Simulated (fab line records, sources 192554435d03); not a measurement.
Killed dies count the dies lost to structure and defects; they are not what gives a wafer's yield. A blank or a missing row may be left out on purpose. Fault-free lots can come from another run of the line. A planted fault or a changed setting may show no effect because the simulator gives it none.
Struck lot and sound lot, side by side | flow n5 finfet | 15 steps out of a route of 1938
Sound: wafers L989.1, L989.3, L989.6. Wafers struck: L993.2, L993.3, L993.6. The cause is given at the end.
Per side, at each step with rows, come the tool, then ch with its chambers, and then its first start. Under that, the readings that differ: sound wafers | struck wafers | difference of the means | sigmas: that difference in standard deviations of wafers without a fault.
alike: words and numbers the same on both sides, and readings whose means are apart by under 2 such deviations; not compared: readings that were withheld, readings missing a value for some wafer, numbers with overlapping values and no deviation given by the record, and bounds like >300 which may hide the same value.
A row with sigmas, a row that says differs or no value, or rows on one side alone: a step with any of these is where the two part. Numbers that have no deviation but don't overlap get no sigmas and don't part them. A reading missing from all wafers of one side parts the sides only when that side holds two or more wafers.

first, 8 steps without rows for these wafers: N5_MIM_TOP_LITHO_HMDS_01 (time 60 s); N5_MIM_TOP_LITHO_COAT_02; N5_MIM_TOP_LITHO_EBR_04; N5_MIM_TOP_LITHO_SOFTBAKE_03 (time 90 s); N5_MIM_TOP_LITHO_EXPOSE_05 (exposes mask MIM TOP, target cd 2000 nm); N5_MIM_TOP_LITHO_PEB_06; N5_MIM_TOP_LITHO_DEVELOP_07 (develop time 60 s); N5_MIM_TOP_LITHO_HARDBAKE_09 (time 120 s).
N5_MIM_TOP_LITHO_CD_MEAS_08 targets a cd of 2000 nm.
  sound on cd sem-03 ch 0, day 13 13:27; struck on cd sem-01 ch 0, day 14 19:05
  alike: cd nm
N5_MIM_TOP_LITHO_OVL_MEAS_11:
  sound on overlay-02 ch 0, day 13 13:29; struck on overlay-02 ch 0, day 14 19:07
  alike: MIM_TOP_OVL
N5_MIM_TOP_LITHO_INSPECT_12: inspects for defects (macro).
  sound: defect inspect-01 at day 13 13:30; struck: defect inspect-01 at day 14 19:08
  alike: raw defect count
N5_MIM_TOP_LITHO_DESCUM_10: chemistry O2, time 7.9 s.
  sound on rie diel-02 ch 0,1,2, day 13 13:32; struck on rie diel-05 ch 0,3, day 14 19:38
  reading      | sound             | struck            | difference | sigmas
  rf vpp V (V) | 245.7 244.8 244.7 | 241.8 242.8 242.2 | -2.8       | -2
  alike: bias power w, drypump motor current A, oes product au, showerhead plenum p Torr, throttle valve pct
  not compared: rf hours counter h
N5_MIM_TOP_ETCH_ETCH_00: etches TiN in Cl2/BCl3, target depth 38.5 nm.
  sound on rie metal-02 ch 1, day 13 13:37; struck on rie metal-03 ch 0,1, day 14 19:43
  reading                     | sound             | struck            | difference | sigmas
  drypump motor current A (A) | 6.1 6.1 6.2       | 5.2 5.2 5.1       | -1.0       | -2
  mfc cl2 sccm (sccm)         | 53.25 53.11 53.34 | 36.58 36.73 36.59 | -16.60     | -99 or more
  throttle valve pct (%)      | 22.84 22.84 22.84 | 21.15 21.17 20.66 | -1.85      | -8
  alike: bias w, he backside leak sccm, oes product au
  not compared: rf hours counter h
N5_MIM_TOP_ETCH_STRIP_01: strips in O2.
  sound on rie diel-01 ch 2,3, day 13 13:46; struck on rie diel-06 ch 0,2, day 14 19:52
  alike: drypump motor current A, oes product au, rf vpp V, showerhead plenum p Torr, throttle valve pct
  not compared: rf hours counter h
next, for these wafers, 1 step has no rows: N5_PASSIVATION_PROBE_49.

== WHERE THEY PART ==
At N5_MIM_TOP_LITHO_DESCUM_10 first; at N5_MIM_TOP_ETCH_ETCH_00 last (within this record only). Later steps at which nothing parts them and some readings are alike: N5_MIM_TOP_ETCH_STRIP_01.

WHY: what the simulator had put in
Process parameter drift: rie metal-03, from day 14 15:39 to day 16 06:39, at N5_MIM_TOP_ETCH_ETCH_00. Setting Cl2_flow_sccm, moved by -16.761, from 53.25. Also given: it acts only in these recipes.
